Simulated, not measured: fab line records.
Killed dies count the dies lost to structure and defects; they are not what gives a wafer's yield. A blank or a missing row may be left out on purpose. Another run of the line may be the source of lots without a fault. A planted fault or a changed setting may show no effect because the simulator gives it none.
Check of tool commonality	flow nand_harc	Lots sampled 12, wafers sampled 36

## THE REASON FOR OPENING IT
On 2 of the 12 lots, a flag is raised at NHARC_A_BLC_CD_MEAS_10 on the reading cd_nm. Fault-free wafers read 99.9 nm, with a standard deviation of 0.57.
Rule: flag the lot when none of its wafers has a number, or when each of its wafers that has one lies beyond 4 standard deviations from that mean. The other lots count as sound.

lot	measured	on	cd_nm (nm), wafer by wafer	flag
L962	day 17 18:29	cd_sem-03	100.7 100.1 99.4	
L959	day 17 19:15	cd_sem-01	100.4 100.1 100.3	
L961	day 18 01:11	cd_sem-01	100.6 100.6 100.3	
L965	day 18 11:51	cd_sem-01	99.2 99.4 99.6	
L966	day 18 16:30	cd_sem-02	105.4 104.8 105.3	FLAGGED
L967	day 19 07:38	cd_sem-03	104.3 104.3 103.9	FLAGGED
L976	day 21 14:01	cd_sem-03	99.2 100.5 99.0	
L977	day 22 00:08	cd_sem-01	99.3 99.6 99.4	
L981	day 22 11:40	cd_sem-03	99.6 100.1 99.1	
L979	day 22 17:21	cd_sem-02	99.2 100.1 99.1	
L980	day 22 23:17	cd_sem-02	99.3 99.4 100.3	
L982	day 23 17:07	cd_sem-03	100.4 100.6 100.2	
Average over the flagged lots: 104.7 nm; offset from the usual +4.8 nm, equal to +8 standard deviations.

## WHICH TOOL RAN EACH LOT
2 process steps preceding the reading are held in the record, out of 1159 steps in the route. Every cell lists first the tool, next ch and the chambers used by the sampled wafers, and last the start.
lot	flag	NHARC_A_CONTACT_ETCH_137	NHARC_A_BLC_EXPOSE_07
L962		har_cap_etch-03 ch 0,1, day 17 13:55	arfi_scanner-02 ch 0, day 17 18:21
L959		har_cap_etch-02 ch 0,1, day 17 14:53	arfi_scanner-03 ch 0, day 17 19:06
L961		har_cap_etch-02 ch 0, day 17 20:46	arfi_scanner-03 ch 0, day 18 01:02
L965		har_cap_etch-03 ch 1, day 18 03:11	arfi_scanner-02 ch 0, day 18 11:43
L966	FLAGGED	har_cap_etch-03 ch 0,1, day 18 11:33	arfi_scanner-02 ch 0, day 18 16:22
L967	FLAGGED	har_cap_etch-01 ch 0,1, day 19 00:37	arfi_scanner-02 ch 0, day 19 07:29
L976		har_cap_etch-02 ch 0,1, day 21 03:30	arfi_scanner-01 ch 0, day 21 13:52
L977		har_cap_etch-02 ch 0,1, day 21 15:39	arfi_scanner-01 ch 0, day 22 00:01
L981		har_cap_etch-03 ch 0,1, day 22 06:41	arfi_scanner-03 ch 0, day 22 11:31
L979		har_cap_etch-02 ch 0,1, day 22 10:26	arfi_scanner-01 ch 0, day 22 17:13
L980		har_cap_etch-03 ch 0,1, day 22 16:19	arfi_scanner-01 ch 0, day 22 23:08
L982		har_cap_etch-02 ch 0,1, day 23 13:02	arfi_scanner-03 ch 0, day 23 16:59
What these steps do:
- NHARC_A_CONTACT_ETCH_137: etches the open film in C4F8/O2/Ar, time 132 s, target depth 1287 nm.
- NHARC_A_BLC_EXPOSE_07: exposes mask A BLC, target cd 100 nm.
- NHARC_A_BLC_CD_MEAS_10: target cd 100 nm.

## FLAGGED AGAINST TOTAL, ONE TOOL AT A TIME (gauges that did the reading follow at the end)
step	tool	lots run	flagged	share of the flagged lots	sound lots run after its first flagged lot
NHARC_A_CONTACT_ETCH_137	har_cap_etch-01	1	1	some	0
NHARC_A_CONTACT_ETCH_137	har_cap_etch-02	6	0	none	-
NHARC_A_CONTACT_ETCH_137	har_cap_etch-03	5	1	some	2 (L981,L980)
NHARC_A_BLC_EXPOSE_07	arfi_scanner-01	4	0	none	-
NHARC_A_BLC_EXPOSE_07	arfi_scanner-02	4	2	all	0
NHARC_A_BLC_EXPOSE_07	arfi_scanner-03	4	0	none	-
NHARC_A_BLC_CD_MEAS_10	cd_sem-01	4	0	none	-
NHARC_A_BLC_CD_MEAS_10	cd_sem-02	3	1	some	2 (L979,L980)
NHARC_A_BLC_CD_MEAS_10	cd_sem-03	5	1	some	3 (L976,L981,L982)

## WHAT THE TABLE ALLOWS
1 row of the table ran every flagged lot: arfi_scanner-02 at NHARC_A_BLC_EXPOSE_07.
- arfi_scanner-02 at NHARC_A_BLC_EXPOSE_07 ran 4 lots, 2 of them flagged. Last sound lot L965 at day 18 11:43, first flagged lot L966 at day 18 16:22; a fault beginning in between fits. Its own readings (exposure_dose_mJ_cm2) fall more than 4 standard deviations out on all wafers of the flagged lots.
Just one tool remains: arfi_scanner-02 at NHARC_A_BLC_EXPOSE_07.

## WHAT HAD BEEN PUT IN BY THE SIMULATOR
Drift in process parameters on arfi_scanner-02 at NHARC_A_BLC_EXPOSE_07, starting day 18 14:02. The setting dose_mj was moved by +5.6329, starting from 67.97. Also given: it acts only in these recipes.
Struck lots among those shown: L966, L967. The rule above found the same.
